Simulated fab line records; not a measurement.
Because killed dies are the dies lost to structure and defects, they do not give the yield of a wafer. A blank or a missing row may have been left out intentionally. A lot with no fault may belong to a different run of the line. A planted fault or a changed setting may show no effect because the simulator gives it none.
fab line records + flow n5Finfet
record:
- lots: 6
- wafers: 18
- lastDay: 16
route steps=1938 shown BEOL_M13@1700 BEOL_M14@1716 PASSIVATION@1936
lots untouched by any fault: they come from a run of this same line in which no faults occurred
startH: the number of hours between the record's first day and the start of the first shown wafer of the lot + waitH: how many hours have passed since the lot's step before this one + " same as the row above + L1.1+2: several wafers, shown together as one row + - no value, or no start was given + * or withheld: withheld + < > ~ a bound
route shown NAME@n: a module of which the file shows steps, and the number in the route of the first + usual: mean/standard deviation taken from wafers without a fault + same: alike in all rows + chamber/n: place in a boat + sites: readings site by site + _std_site: standard deviation of those values + _edge_site: mean of outer sites minus mean of inner sites + radiusMm: for every site, how far away it sits from the centre of the wafer + mask NAME#n: copy n + behind: the most recent tool/chamber to have shaped the wafer + hold: reason for holding the lot/hours on hold/outcome of the hold + device: the n, p or np transistor that did not switch + end of line: the route-end tests of the same wafers + step lacking rows: just its recipe + killed: dies that structure and defects cost at the first sort, which is not the same as the wafer's yield + map: a wafer's dies, marking killed ones x, the rest . and places with no die _
set.NAME: the setting the step ran with; set.NAME@STEP: the setting that earlier step ran with + model.NAME: the simulator's own value behind a step, which no gauge read
lots at some steps of the route; a table a step, a row a wafer
services: a tool's chamber out of use, with start hour (startH, from the record's first day; less than 0 if before it), hours out, and reason
== steps ==
step: N5_BEOL_M13_ETCH_38
recipe:
- chemistry: CF4/N2
- target: SiCN
- targetDepthA: 675
- taperDeg: 2
- timeS: 71.9
- ionEnergyEv: 150
- maskMaterial: SiO2
- pressureMtorr: 40
- sourceW: 430
- biasW: 70
- Ar_flow_sccm: 100
- cf4FlowSccm: 60
- n2FlowSccm: 60
usual:
- drypumpMotorCurrentA: 5.5/0.52
- mfcArSccm: 100.0/0.34
- oesProductAu: 0.76/0.085
- rfVppV: 381.3/2.3
- showerheadPlenumPTorr: 2.17/0.088
- throttleValvePct: 15.41/0.21
| lot.wafer | tool       | chamber | startH | waitH | drypumpMotorCurrentA | mfcArSccm | oesProductAu | rfHoursCounterH | rfVppV | showerheadPlenumPTorr | throttleValvePct |
|-----------|------------|---------|--------|-------|----------------------|-----------|--------------|-----------------|--------|-----------------------|------------------|
| L717.1    | rieDiel-01 | 0       | 244.52 | -     | 5.4                  | 99.7      | 0.77         | 129             | 379.4  | 2.04                  | 15.25            |
| L717.4    | "          | 1       | "      | "     | 4.7                  | 99.7      | 0.69         | -               | 384.0  | 2.28                  | 15.75            |
| L717.5    | "          | 0       | "      | "     | 5.4                  | 99.9      | 0.77         | -               | 377.8  | 2.04                  | 15.29            |
| L722.1    | rieDiel-02 | 3       | 281.55 | -     | 5.9                  | 99.7      | 0.74         | 171             | 383.0  | 2.20                  | 15.48            |
| L722.5    | "          | 2       | "      | "     | 5.1                  | 100.2     | 0.73         | -               | 379.2  | 2.11                  | 15.44            |
| L722.6    | "          | 1       | "      | "     | 6.3                  | 99.9      | 0.76         | -               | 380.2  | 2.11                  | 15.32            |
| L728.2    | rieDiel-02 | 3       | 313.26 | -     | 5.9                  | 99.8      | 0.74         | 179             | 381.8  | 2.20                  | 15.47            |
| L728.3    | "          | 0       | "      | "     | 5.3                  | 100.3     | 0.81         | 87              | 386.4  | 2.32                  | 15.15            |
| L728.4    | "          | 2       | "      | "     | 5.1                  | 99.8      | 0.71         | 201             | 379.1  | 2.10                  | 15.47            |
| L731.4    | rieDiel-01 | 2       | 320.98 | -     | 6.3                  | 100.2     | 0.69         | 205             | 381.7  | 2.18                  | 15.39            |
| L731.5    | "          | 3       | "      | "     | 5.8                  | 99.9      | 0.96         | -               | 381.2  | 2.17                  | 15.11            |
| L731.6    | "          | 2       | "      | "     | 6.3                  | 100.2     | 0.69         | -               | 382.8  | 2.18                  | 15.40            |
| L734.1    | rieDiel-06 | 2       | 349.45 | -     | 5.0                  | 99.9      | 0.70         | 209             | 381.0  | 2.11                  | 15.57            |
| L734.3    | "          | 1       | "      | "     | 4.9                  | 99.7      | 0.72         | 200             | 380.4  | 2.11                  | 15.60            |
| L734.5    | "          | 1       | "      | "     | 5.0                  | 99.5      | 0.73         | -               | 378.9  | 2.11                  | 15.59            |
| L736.1    | rieDiel-01 | 2       | 351.87 | -     | 6.3                  | 100.6     | 0.68         | 215             | 382.7  | 2.18                  | 15.42            |
| L736.5    | "          | 0       | "      | "     | 5.4                  | 101.0     | 0.74         | -               | 378.5  | 2.03                  | 15.33            |
| L736.6    | "          | 3       | "      | "     | 5.8                  | 100.2     | 0.94         | -               | 381.3  | 2.17                  | 15.13            |
step: N5_BEOL_M13_PRECLEAN_39
recipe:
- chemistry: residueRemover
- timeS: 60
- tempC: 40
step: N5_BEOL_M13_SRD_40
recipe:
- timeS: 30
- tempC: 23
- rinseLiquid: diw
- dry: n2Spin
- spinRpm: 1500
- dryTimeS: 30
step: N5_BEOL_M13_DEGAS_41
recipe:
- ambient: vacuum
- tempC: 250
- timeS: 60
step: N5_BEOL_M13_PRE_CLEAN_42
recipe:
- gas: H2/He
- timeS: 30
- tempC: 250
step: N5_BEOL_M13_SPUTTER_43
recipe:
- material: TaN
- targetThkA: 150
- tempC: 50
- biasV: 168.6
- powerW: 15000
- chamberPressurePa: 0.12
- timeS: 24.19
step: N5_BEOL_M13_SPUTTER_44
recipe:
- material: Ta
- targetThkA: 100
- tempC: 50
- biasV: 80
- powerW: 15000
- chamberPressurePa: 0.07
- timeS: 16.13
usual:
- susceptorTempC: 50.01/0.12
- throttleValvePct: 29.6/1.1
| lot.wafer | tool          | chamber | startH | waitH | susceptorTempC | throttleValvePct |
|-----------|---------------|---------|--------|-------|----------------|------------------|
| L717.1    | pvdSputter-01 | -       | 245.41 | 0.0   | 50.11          | 28.0             |
| L717.4    | "             | -       | "      | "     | 49.99          | 29.3             |
| L717.5    | "             | -       | "      | "     | 50.02          | 29.9             |
| L722.1    | pvdSputter-03 | -       | 283.96 | 0.0   | 49.91          | 28.9             |
| L722.5    | "             | -       | "      | "     | 50.13          | 29.0             |
| L722.6    | "             | -       | "      | "     | 50.13          | 30.6             |
| L728.2    | pvdSputter-01 | -       | 313.84 | 0.0   | 49.95          | 29.2             |
| L728.3    | "             | -       | "      | "     | 49.85          | 29.7             |
| L728.4    | "             | -       | "      | "     | 50.00          | 27.6             |
| L731.4    | pvdSputter-03 | -       | 322.00 | 0.0   | 50.02          | 30.4             |
| L731.5    | "             | -       | "      | "     | 50.10          | 31.1             |
| L731.6    | "             | -       | "      | "     | 49.79          | 28.7             |
| L734.1    | pvdSputter-03 | -       | 350.05 | 0.0   | 50.06          | 30.9             |
| L734.3    | "             | -       | "      | "     | 50.02          | 28.9             |
| L734.5    | "             | -       | "      | "     | 49.91          | 29.1             |
| L736.1    | pvdSputter-01 | -       | 352.87 | 0.0   | 49.97          | 27.8             |
| L736.5    | "             | -       | "      | "     | 49.86          | 29.8             |
| L736.6    | "             | -       | "      | "     | 49.69          | 29.3             |
step: N5_BEOL_M13_SPUTTER_45
recipe:
- material: Cu
- targetThkA: 800
- tempC: -20
- biasV: 60
- powerW: 26000
- chamberPressurePa: 0.13
- timeS: 13.33
step: N5_BEOL_M13_ECD_47
recipe:
- material: Cu
- targetThkA: 9360
step: N5_BEOL_M13_ANNEAL_48
recipe:
- tempC: 225
- timeS: 90
- ambient: N2
usual:
- wafer_temp_C_max: 225.72/0.24
| lot.wafer | tool         | chamber | startH | waitH | wafer_temp_C_max |
|-----------|--------------|---------|--------|-------|------------------|
| L717.1    | rtpAnneal-02 | 0       | 246.12 | 0.5   | 226.14           |
| L717.4    | "            | 0       | "      | "     | 225.65           |
| L717.5    | "            | 0       | "      | "     | 225.96           |
| L722.1    | rtpAnneal-01 | 0       | 284.32 | 0.1   | 225.54           |
| L722.5    | "            | 0       | "      | "     | 225.31           |
| L722.6    | "            | 0       | "      | "     | 225.32           |
| L728.2    | rtpAnneal-01 | 0       | 314.25 | 0.2   | 225.53           |
| L728.3    | "            | 0       | "      | "     | 225.43           |
| L728.4    | "            | 0       | "      | "     | 225.35           |
| L731.4    | rtpAnneal-02 | 0       | 322.46 | 0.2   | 225.87           |
| L731.5    | "            | 0       | "      | "     | 226.10           |
| L731.6    | "            | 0       | "      | "     | 225.79           |
| L734.1    | rtpAnneal-02 | 0       | 351.04 | 0.7   | 225.79           |
| L734.3    | "            | 0       | "      | "     | 225.79           |
| L734.5    | "            | 0       | "      | "     | 225.87           |
| L736.1    | rtpAnneal-01 | 0       | 353.23 | 0.1   | 225.38           |
| L736.5    | "            | 0       | "      | "     | 225.59           |
| L736.6    | "            | 0       | "      | "     | 225.47           |
step: N5_BEOL_M13_CMP_49
recipe:
- stopOn: SiOC
- tOverpolishS: 17.1
- downForcePsi: 1
- platenRpm: 50
- clearingPlatenDownForcePsi: 1.5
- clearingPlatenRpm: 50
- postCmpClean: cuAlkaline
- targetThkNm: 420
- clearingPlatenPadVelocityMS: 0.99484
- padVelocityMS: 0.99484
usual:
- barrierFieldEndpointS: 30.2/0.51
- clearingPlatenDownForcePsi: 1.5003/0.0029
- motorCurrentA: 6.3/0.59
- overpolishRunS: 17.100/0.0083
- platenRpm: 50.01/0.03
| lot.wafer | tool   | chamber | startH | waitH | barrierFieldEndpointS | clearingPlatenDownForcePsi | motorCurrentA | overpolishRunS | platenRpm |
|-----------|--------|---------|--------|-------|-----------------------|----------------------------|---------------|----------------|-----------|
| L717.1    | cmp-04 | 0       | 246.46 | 0.3   | 29.9                  | 1.5013                     | 5.6           | 17.100         | 50.00     |
| L717.4    | "      | 1       | "      | "     | 30.2                  | 1.5017                     | 5.4           | 17.112         | 49.95     |
| L717.5    | "      | 3       | "      | "     | 29.5                  | 1.5054                     | 5.9           | 17.086         | 50.03     |
| L722.1    | cmp-03 | 3       | 284.69 | 0.3   | 30.2                  | 1.5004                     | 6.0           | 17.112         | 50.01     |
| L722.5    | "      | 1       | "      | "     | 29.6                  | 1.4974                     | 6.5           | 17.104         | 49.99     |
| L722.6    | "      | 2       | "      | "     | 30.5                  | 1.5035                     | 5.9           | 17.107         | 49.99     |
| L728.3    | cmp-02 | 3       | 314.50 | 0.2   | 31.3                  | 1.4961                     | 6.2           | 17.081         | 50.01     |
| L728.2    | "      | 1       | "      | "     | 31.1                  | 1.4957                     | 6.5           | 17.098         | 50.04     |
| L728.4    | "      | 2       | "      | "     | 30.9                  | 1.5012                     | 7.3           | 17.105         | 49.93     |
| L731.4    | cmp-02 | 1       | 322.73 | 0.2   | 30.3                  | 1.5026                     | 6.4           | 17.101         | 49.99     |
| L731.6    | "      | 2       | "      | "     | 30.5                  | 1.4962                     | 7.3           | 17.107         | 49.97     |
| L731.5    | "      | 3       | "      | "     | 30.3                  | 1.5017                     | 5.9           | 17.103         | 50.02     |
| L734.3    | cmp-03 | 2       | 351.34 | 0.2   | 29.8                  | 1.5051                     | 5.8           | 17.091         | 49.99     |
| L734.1    | "      | 0       | "      | "     | 30.1                  | 1.5018                     | 6.4           | 17.100         | 50.05     |
| L734.5    | "      | 2       | "      | "     | 29.3                  | 1.5005                     | 6.1           | 17.091         | 49.99     |
| L736.1    | cmp-03 | 3       | 353.64 | 0.4   | 31.1                  | 1.4973                     | 6.7           | 17.091         | 50.05     |
| L736.5    | "      | 0       | "      | "     | 30.1                  | 1.5058                     | 6.5           | 17.097         | 50.01     |
| L736.6    | "      | 1       | "      | "     | 30.7                  | 1.4981                     | 6.6           | 17.096         | 49.98     |
step: N5_BEOL_M13_THK_MEAS_50
recipe:
- thkMeasGauge: xrf
- reads: Cu_of_BEOL_M13_ECD_47
usual:
- M13_THK: 416/5.3
| lot.wafer | tool         | chamber | startH | waitH | M13_THK[nm] |
|-----------|--------------|---------|--------|-------|-------------|
| L717.1    | filmMetro-01 | -       | 246.71 | -     | 408         |
| L717.4    | "            | -       | "      | "     | 408         |
| L717.5    | "            | -       | "      | "     | 411         |
| L722.1    | filmMetro-02 | -       | 284.91 | -     | 414         |
| L722.5    | "            | -       | "      | "     | 416         |
| L722.6    | "            | -       | "      | "     | 413         |
| L728.2    | filmMetro-01 | -       | 314.79 | -     | 426         |
| L728.3    | "            | -       | "      | "     | 414         |
| L728.4    | "            | -       | "      | "     | 418         |
| L731.4    | filmMetro-01 | -       | 322.92 | -     | 423         |
| L731.5    | "            | -       | "      | "     | 409         |
| L731.6    | "            | -       | "      | "     | 413         |
| L734.1    | filmMetro-02 | -       | 351.63 | -     | 417         |
| L734.3    | "            | -       | "      | "     | 423         |
| L734.5    | "            | -       | "      | "     | 419         |
| L736.1    | filmMetro-01 | -       | 353.82 | -     | 407         |
| L736.5    | "            | -       | "      | "     | 412         |
| L736.6    | "            | -       | "      | "     | 410         |
step: N5_BEOL_M13_PRE_CLEAN_52
recipe:
- gas: NH3
- timeS: 15
- tempC: withheld
- rfPowerW: 300
| lot.wafer  | tool     | chamber | startH | waitH |
|------------|----------|---------|--------|-------|
| L717.1+4+5 | pecvd-03 | 2,2,1   | 246.75 | 0.0   |
| L722.1+5+6 | pecvd-03 | 0,2,0   | 284.95 | 0.0   |
| L728.2+3+4 | pecvd-03 | 0,2,2   | 314.83 | 0.0   |
| L731.4+5+6 | pecvd-04 | 0,1,2   | 322.96 | 0.0   |
| L734.1+3+5 | pecvd-04 | 1,2,1   | 351.67 | 0.0   |
| L736.1+5+6 | pecvd-04 | 0,0,1   | 353.86 | 0.0   |
step: N5_BEOL_M13_DEP_53
recipe:
- material: SiCN
- targetThkA: 500
- tempC: withheld
- precursor: 3MS/NH3
- pressureTorr: 3
- rfW: 675
- timeS: 17.8
usual:
- showerheadPlenumPTorr: 4.161/0.023
- throttleValvePct: 18.1/1.1
| lot.wafer | tool     | chamber | startH | waitH | showerheadPlenumPTorr | throttleValvePct |
|-----------|----------|---------|--------|-------|-----------------------|------------------|
| L717.1    | pecvd-03 | 2       | 246.78 | 0.0   | 4.140                 | 16.2             |
| L717.4    | "        | 2       | "      | "     | 4.121                 | 16.1             |
| L717.5    | "        | 1       | "      | "     | 4.180                 | 15.9             |
| L722.1    | pecvd-03 | 0       | 284.97 | 0.0   | 4.211                 | 19.8             |
| L722.5    | "        | 2       | "      | "     | 4.128                 | 16.2             |
| L722.6    | "        | 0       | "      | "     | 4.202                 | 19.9             |
| L728.2    | pecvd-03 | 0       | 314.86 | 0.0   | 4.203                 | 19.9             |
| L728.3    | "        | 2       | "      | "     | 4.132                 | 16.1             |
| L728.4    | "        | 2       | "      | "     | 4.127                 | 16.4             |
| L731.4    | pecvd-04 | 0       | 322.99 | 0.0   | 4.181                 | 17.9             |
| L731.5    | "        | 1       | "      | "     | 4.169                 | 18.8             |
| L731.6    | "        | 2       | "      | "     | 4.127                 | 17.0             |
| L734.1    | pecvd-04 | 1       | 351.70 | 0.0   | 4.157                 | 18.8             |
| L734.3    | "        | 2       | "      | "     | 4.140                 | 17.1             |
| L734.5    | "        | 1       | "      | "     | 4.168                 | 19.0             |
| L736.1    | pecvd-04 | 0       | 353.90 | 0.0   | 4.184                 | 17.9             |
| L736.5    | "        | 0       | "      | "     | 4.182                 | 17.7             |
| L736.6    | "        | 1       | "      | "     | 4.153                 | 18.7             |
step: N5_BEOL_M13_RS_MEAS_54
recipe:
- thkMeasGauge: four-point-probe
- reads: Cu_of_BEOL_M13_ECD_47+Ta_of_BEOL_M13_SPUTTER_44+TaN_of_BEOL_M13_SPUTTER_43
usual:
- M13_RS: 0.0454/0.00053
| lot.wafer | tool         | chamber | startH | waitH | M13_RS[ohm/sq] |
|-----------|--------------|---------|--------|-------|----------------|
| L717.1    | filmMetro-02 | -       | 246.84 | 0.0   | 0.0461         |
| L717.4    | "            | -       | "      | "     | 0.0461         |
| L717.5    | "            | -       | "      | "     | 0.0455         |
| L722.1    | filmMetro-01 | -       | 285.04 | 0.0   | 0.0460         |
| L722.5    | "            | -       | "      | "     | 0.0456         |
| L722.6    | "            | -       | "      | "     | 0.0459         |
| L728.2    | filmMetro-02 | -       | 314.92 | 0.1   | 0.0442         |
| L728.3    | "            | -       | "      | "     | 0.0455         |
| L728.4    | "            | -       | "      | "     | 0.0450         |
| L731.4    | filmMetro-02 | -       | 323.05 | 0.0   | 0.0440         |
| L731.5    | "            | -       | "      | "     | 0.0456         |
| L731.6    | "            | -       | "      | "     | 0.0452         |
| L734.1    | filmMetro-01 | -       | 351.76 | 0.0   | 0.0458         |
| L734.3    | "            | -       | "      | "     | 0.0456         |
| L734.5    | "            | -       | "      | "     | 0.0456         |
| L736.1    | filmMetro-01 | -       | 353.98 | 0.1   | 0.0458         |
| L736.5    | "            | -       | "      | "     | 0.0448         |
| L736.6    | "            | -       | "      | "     | 0.0454         |
step: N5_BEOL_M13_INSPECT_55
recipe:
- inspectInstrument: darkfield
- mode: postDep
usual:
- rawDefectCount: 76/26
| lot.wafer | tool             | chamber | startH | waitH | rawDefectCount |
|-----------|------------------|---------|--------|-------|----------------|
| L717.1    | defectInspect-01 | -       | 246.87 | 0.0   | 58             |
| L717.4    | "                | -       | "      | "     | 54             |
| L717.5    | "                | -       | "      | "     | 68             |
| L722.1    | defectInspect-01 | -       | 285.07 | 0.0   | 526            |
| L722.5    | "                | -       | "      | "     | 483            |
| L722.6    | "                | -       | "      | "     | 473            |
| L728.2    | defectInspect-01 | -       | 314.95 | 0.0   | 435            |
| L728.3    | "                | -       | "      | "     | 476            |
| L728.4    | "                | -       | "      | "     | 481            |
| L731.4    | defectInspect-02 | -       | 323.07 | 0.0   | 87             |
| L731.5    | "                | -       | "      | "     | 103            |
| L731.6    | "                | -       | "      | "     | 86             |
| L734.1    | defectInspect-01 | -       | 351.79 | 0.0   | 47             |
| L734.3    | "                | -       | "      | "     | 61             |
| L734.5    | "                | -       | "      | "     | 57             |
| L736.1    | defectInspect-01 | -       | 354.01 | 0.0   | 73             |
| L736.5    | "                | -       | "      | "     | 94             |
| L736.6    | "                | -       | "      | "     | 63             |
step: N5_BEOL_M14_ILD_DEP_00
recipe:
- material: SiO2
- targetThkA: 11193
- tempC: 400
- precursor: TEOS/O2
- pressureTorr: 6.5
- rfW: 900
- teosFlowSccm: 161.4
- gas: O2
- flowSccm: 2650
- timeS: 237.4
step: N5_PASSIVATION_PROBE_49
usual:
- defectLimitedYield: 91.2/1.4
- killed_at_M0_to_M3: 35/11
- killed_at_M4_up: 12/4.2
- killedAtContacts: 13/5.6
- killedAtFrontEnd: 40/12
- killedAtOther: 3.3/2.6
- killedDies: 103/17
- killedOpen: 68/12
- killedShort: 34/7.6
- sort_bin_5_function: 5.1/0.95
- sort_bin_6_memory: 3.3/0.68
- sortNPass: 1077/17
- sortYieldPct: 91.2/1.4
same:
- grossDies: 1180
- killedAtBackSide: 0
- sort_bin_4_leakage[%]: 0
- sort_bin_8_speed[%]: 0
| lot.wafer | tool      | chamber | startH | waitH | defectLimitedYield[%] | killed_at_M0_to_M3 | killed_at_M4_up | killedAtContacts | killedAtFrontEnd | killedAtOther | killedDies | killedOpen | killedShort | sort_bin_5_function[%] | sort_bin_6_memory[%] | sortNPass | sortYieldPct[%] |
|-----------|-----------|---------|--------|-------|-----------------------|--------------------|-----------------|------------------|------------------|---------------|------------|------------|-------------|------------------------|----------------------|-----------|-----------------|
| L722.1    | prober-01 | -       | 309.91 | 0.0   | 84.2                  | 36                 | 118             | 10               | 18               | 5             | 187        | 54         | 27          | 9.9                    | 4.3                  | 993       | 84.2            |
| L722.5    | prober-01 | -       | 310.11 | 0.2   | 84.7                  | 24                 | 108             | 13               | 33               | 3             | 181        | 58         | 26          | 9.5                    | 3.6                  | 999       | 84.7            |
| L722.6    | prober-01 | -       | 310.16 | 0.3   | 83.7                  | 24                 | 113             | 12               | 42               | 1             | 192        | 65         | 27          | 11.1                   | 4.0                  | 988       | 83.7            |
| L728.2    | prober-02 | -       | 339.96 | 0.1   | 82.3                  | 43                 | 116             | 8                | 40               | 2             | 209        | 71         | 33          | 10.8                   | 4.3                  | 971       | 82.3            |
| L728.3    | prober-02 | -       | 340.01 | 0.1   | 83.1                  | 29                 | 116             | 12               | 39               | 3             | 199        | 53         | 41          | 10.7                   | 3.5                  | 981       | 83.1            |
| L728.4    | prober-02 | -       | 340.06 | 0.2   | 83.0                  | 44                 | 110             | 17               | 26               | 4             | 201        | 62         | 37          | 10.4                   | 4.6                  | 979       | 83.0            |
killed by level:class
L722.1 BEOL_M13:unspecified=106 MOL_CONTACT_COAG:geometricParticle:open=9 BEOL_M3:geometricParticle:open=7 BEOL_M1:geometricParticle:open=6 BEOL_M2:geometricParticle:open=5 FIN_SAQP:geometricParticle:open=4 ILD0:geometricParticle:short=4 BEOL_M0_SAQP:geometricParticle:open=4
L722.5 BEOL_M13:unspecified=96 FIN_SAQP:geometricParticle:short=12 BEOL_M0_SAQP:geometricParticle:open=12 FIN_SAQP:geometricParticle:open=10 MOL_CONTACT_COAG:geometricParticle:open=10 BEOL_M3:geometricParticle:open=4 BEOL_M1:geometricParticle:open=3 BEOL_M3:geometricParticle:short=3
L722.6 BEOL_M13:unspecified=98 BEOL_M3:geometricParticle:open=11 MOL_CONTACT_COAG:geometricParticle:open=9 STI_FIN_REVEAL:geometricParticle:open=8 FIN_SAQP:geometricParticle:open=5 FIN_SAQP:geometricParticle:short=5 BEOL_M1:geometricParticle:open=5 BEOL_M4:geometricParticle:open=5
L728.2 BEOL_M13:unspecified=101 STI_FIN_REVEAL:geometricParticle:open=12 BEOL_M2:geometricParticle:open=11 BEOL_M1:geometricParticle:open=8 BEOL_M4:geometricParticle:open=8 MOL_CONTACT_COAG:geometricParticle:open=7 BEOL_M0_SAQP:geometricParticle:short=7 BEOL_M0_SAQP:geometricParticle:open=6
L728.3 BEOL_M13:unspecified=100 BEOL_M0_SAQP:geometricParticle:short=10 MOL_CONTACT_COAG:geometricParticle:open=9 STI_FIN_REVEAL:geometricParticle:open=6 DUMMY_GATE:geometricParticle:open=5 ILD0:geometricParticle:short=5 GATE_CUT:geometricParticle:short=5 BEOL_M5:geometricParticle:open=5
L728.4 BEOL_M13:unspecified=101 BEOL_M0_SAQP:geometricParticle:short=20 MOL_CONTACT_COAG:geometricParticle:open=16 BEOL_M0_SAQP:geometricParticle:open=9 BEOL_M3:geometricParticle:open=8 ILD0:geometricParticle:short=5 STI_FIN_REVEAL:geometricParticle:open=4 DUMMY_GATE:geometricParticle:open=4
map L722.6 (x killed, . not)
_________________x....x......________________
______________.x......x........._____________
___________.......x................__________
__________....................x....._________
________x...........x.x..............._______
_______..x.....x.........x..xx.......x.______
______...................x....x........._____
_____...x..x........x....xx............x.____
____.x............................x.......___
___...x...............x.................x..__
___...x................x...................__
__................x.........x..............._
__......................x............x......_
_..x....x............x.................x.....
_.x....x................................x....
_x.....................xx..xx.......xxx.xx...
_.....x..x.......x..........x.....x.xx..x..x.
_...........................x.x...x.xx..xx..x
_..x....x......x...........x...x..xxxxxxxxx.x
_...................xx.x..x..x..xxxxxxxxxxxxx
_............x..x..............xx.xxxxxxxxxxx
__.........x....x.x...........xxxxxxxxxxxxxx_
__.................x..........x.xxxxxxxxxxx._
___..............x............x.xxxxxxxxxxx__
___....x.........x......x........x.xxxx.xxx__
____.........x...................x..xx.x.x___
_____...x..........x.....x...x.x.......x.____
______.........................xx...x..._____
_______...........x.x...........xxx....______
________.............................._______
__________.........................._________
___________........................__________
______________.......xx........._____________
_________________............________________
map L728.2 (x killed, . not)
_________________............________________
______________xx.............xx._____________
___________..........xx.x..........__________
__________..x.....x...x.....x......._________
________............x...............x._______
_______...x......x.....xx...x..x...x...______
______............................x....._____
_____..................xx...........x....____
____..........xx..............x......xx...___
___x....x................x..x...........x..__
___.........x........x..........x.....x....__
__..............................x..x........_
__........x.....................x.......x..._
_xx...x.x.............x.............x....xx..
_...........................xx...xxxxx.x.....
_.......x...x..........x....x................
_.................x..............x.xx.x..xxx.
_............x............x.....xxxxx.xxxxxx.
_...x.x..................x......xxxxxxxxxxxxx
_................................xxxxxxxxxxxx
_.............x................xxxxxxxxxxxxxx
__...x.........x.......x........xxxxxxxxxxxx_
__.x....................x.......xx.xxxxxxxx._
___.x..x.....x..................xxxxxxxxxxx__
___...........................xx.x.xxxx.x.x__
____.......x..x.....x..............xx.xxxx___
_____....x...............................____
______..x............................x.._____
_______..x...........xx...............x______
________.......x...........xx.x......._______
__________xx............x.....x.x..x_________
___________.....x..x...........x...__________
______________.................x_____________
_________________.x.....x....________________
== services ==
| tool          | chamber | startH | hours | kind                        |
|---------------|---------|--------|-------|-----------------------------|
| pecvd-04      | -       | 221.49 | 0.8   | repair                      |
| pecvd-04      | -       | 225.70 | 4.3   | pm                          |
| rieDiel-01    | 2       | 235.65 | 2.4   | repair                      |
| rieDiel-01    | 3       | 236.99 | 5.4   | repair                      |
| cmp-02        | -       | 238.10 | 4.6   | pm                          |
| rieDiel-01    | 3       | 242.70 | -     | clean                       |
| rieDiel-01    | 3       | 242.70 | -     | consumableReplace:esc       |
| rieDiel-01    | 3       | 242.70 | -     | consumableReplace:focusRing |
| rieDiel-01    | 3       | 242.70 | 18.6  | scheduledDown               |
| cmp-02        | -       | 252.18 | 7.7   | pm                          |
| cmp-03        | -       | 253.17 | 1.7   | repair                      |
| rieDiel-01    | 0       | 277.94 | 1.8   | repair                      |
| rieDiel-01    | 3       | 279.67 | 7.2   | repair                      |
| cmp-02        | -       | 280.94 | 4.0   | pm                          |
| pvdSputter-01 | -       | 281.97 | 1.4   | repair                      |
| rieDiel-02    | 3       | 292.71 | 8.2   | repair                      |
| cmp-04        | -       | 294.42 | 4.0   | pm                          |
| rieDiel-02    | 2       | 316.58 | 4.0   | repair                      |
| cmp-03        | -       | 319.36 | 1.1   | repair                      |
| pvdSputter-01 | -       | 327.03 | 2.4   | repair                      |
| pecvd-03      | -       | 329.53 | 5.4   | repair                      |
| cmp-04        | -       | 330.52 | 2.3   | repair                      |
| cmp-04        | -       | 345.16 | 2.9   | repair                      |
| pecvd-04      | 2       | 352.93 | 2.1   | scheduledDown               |
== key ==
firstSign:
- step: N5_BEOL_M13_INSPECT_55
- reading: rawDefectCount
- direction: up
- sigmas: 16
- usual: 76
- struck: 479
effect:
- step: N5_PASSIVATION_PROBE_49
- reading: killed_at_M4_up
- direction: up
- sigmas: 24
- usual: 12
- struck: 114
moreKillsBornAt:
- N5_BEOL_M13_PRE_CLEAN_52@pecvd-03: 602
metAt N5_BEOL_M13_PRE_CLEAN_52
struckWafers L722.1,L722.5,L722.6,L728.2,L728.3,L728.4
onsetBetween 246.75 284.95
alsoFits N5_BEOL_M13_ETCH_38:rieDiel-02,N5_BEOL_M13_DEP_53:pecvd-03
fault:
- kind: chamberParticleSource
- tool: pecvd-03
- chamber: -
- onsetH: 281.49
- steps: N5_BEOL_M13_PRE_CLEAN_52
- ratePerVisitCm2: 0.66044
- endH: 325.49
